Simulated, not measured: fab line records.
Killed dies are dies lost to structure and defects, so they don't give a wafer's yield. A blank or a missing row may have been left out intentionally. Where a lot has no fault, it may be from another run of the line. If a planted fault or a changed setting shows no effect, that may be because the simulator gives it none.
Struck lot and sound lot, side by side + flow n5Finfet + 20 steps out of a route of 1938
Sound: wafers L934.3, L934.5, L934.6. Struck: wafers L933.4, L933.5, L933.6. Last of all comes the cause.
Per side, at each step with rows, come the tool, then ch with its chambers, and then its first start. Under that, the readings that differ: sound wafers + struck wafers + difference of the means + sigmas: that difference in standard deviations of wafers without a fault.
alike: a reading whose means differ by less than 2 such deviations, as well as words and numbers matching on both sides. not compared: withheld readings; readings where some wafer has no value; bounds like >300 that might hide an equal value; numbers whose values overlap and for which the record gives no deviation.
Wherever a step has rows on one side only, a row that says differs or no value, or a row with sigmas, the two part there. When numbers do not overlap yet have no deviation, they are printed without sigmas and do not part them. A reading that every wafer of one side lacks parts them only if that side has two wafers or more.

first, 8 steps without rows for these wafers: N5_BEOL_M6_CMP_52 (polishes, stops on SiCOH lowk, t overpolish 6.9 s, target thk 80 nm); N5_BEOL_M6_PRE_CLEAN_55 (time 15 s); N5_BEOL_M6_DEP_56 (deposits SiCN from 3MS/NH3, target thk 10 nm, time 17.5 s); N5_BEOL_M7_ILD_DEP_00 (deposits SiCOH lowk from DEMS/porogen, target thk 179.75 nm, time 33.4 s); N5_BEOL_M7_CURE_74 (cures SiCOH lowk, time 240 s); N5_BEOL_M7_PECVD_70 (deposits SiO2 from TEOS/O2, target thk 20 nm, time 22.7 s); N5_BEOL_M7_HM_DEP_02 (deposits TiN, target thk 20 nm); N5_BEOL_M7_COAT_59 (time 60 s, resist thk 100 nm).
N5_BEOL_M7_COAT_60: time 60 s, resist thk 35 nm.
  sound on lithoTrack-03 ch 0, day 15 21:29; struck on lithoTrack-02 ch 0, day 15 00:32
| reading                                   | sound                | struck               | difference | sigmas |
|-------------------------------------------|----------------------|----------------------|------------|--------|
| spinSpeedRpm (rpm)                        | 1500.6 1501.5 1500.2 | 1546.2 1545.6 1544.9 | +44.8      | +45    |
| model.SiARC_of_BEOL_M7_COAT_60.thkNm (nm) | 35 35 35             | 34.4 34.6 34.4       | -0.5       |        |
  alike: heaterPowerTotalW
then, 7 steps without rows for these wafers: N5_BEOL_M7_COAT_05 (resist thk 90 nm); N5_BEOL_M7_EBR_07; N5_BEOL_M7_SOFTBAKE_06 (time 60 s); N5_BEOL_M7_EXPOSE_08 (exposes mask M7); N5_BEOL_M7_PEB_09 (peb time 60 s); N5_BEOL_M7_DEVELOP_10 (develop time 30 s); N5_BEOL_M7_DESCUM_16 (chemistry O2, time 7.9 s).
N5_BEOL_M7_ETCH_61: etches SiARC in CF4, target depth 45.5 nm, time 75.8 s.
  sound on rieDiel-06 ch 0,1,2, day 15 21:59; struck on rieDiel-05 ch 1,2, day 15 01:02
| reading                                     | sound             | struck            | difference | sigmas |
|---------------------------------------------|-------------------|-------------------|------------|--------|
| model.etch.depthNm (nm)                     | 35.07 34.98 35.03 | 34.47 34.51 34.41 | -0.56      |        |
| model.CAR-ArF_of_BEOL_M7_COAT_05.thkNm (nm) | 50.4 50.8 50.8    | 51.2 51 51        | +0.4       |        |
  alike: drypumpMotorCurrentA, etchRfOnTimeS, mfcArSccm, oesProductAu, rfVppV, showerheadPlenumPTorr, throttleValvePct
  not compared: rfHoursCounterH
N5_BEOL_M7_ETCH_62: etches SOC in N2/H2, target depth 110 nm, overetch 22 nm, time 165 s.
  sound on rieDiel-06 ch 0,1,2, day 15 22:02; struck on rieDiel-05 ch 1,2, day 15 01:05
  alike: drypumpMotorCurrentA, oesProductAu, rfVppV, showerheadPlenumPTorr, throttleValvePct
  not compared: rfHoursCounterH, model.SiARC_of_BEOL_M7_COAT_60.thkNm
then, 2 steps without rows for these wafers: N5_BEOL_M7_STRIP_68 (strips in N2/H2); N5_PASSIVATION_PROBE_49.

== WHERE THEY PART ==
At N5_BEOL_M7_COAT_60 and nowhere else, as far as this record goes. Later steps at which nothing parts them and some readings are alike: N5_BEOL_M7_ETCH_61, N5_BEOL_M7_ETCH_62.

WHY: what had been put in by the simulator
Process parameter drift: lithoTrack-02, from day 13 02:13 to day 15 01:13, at N5_BEOL_M7_COAT_60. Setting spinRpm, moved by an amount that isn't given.
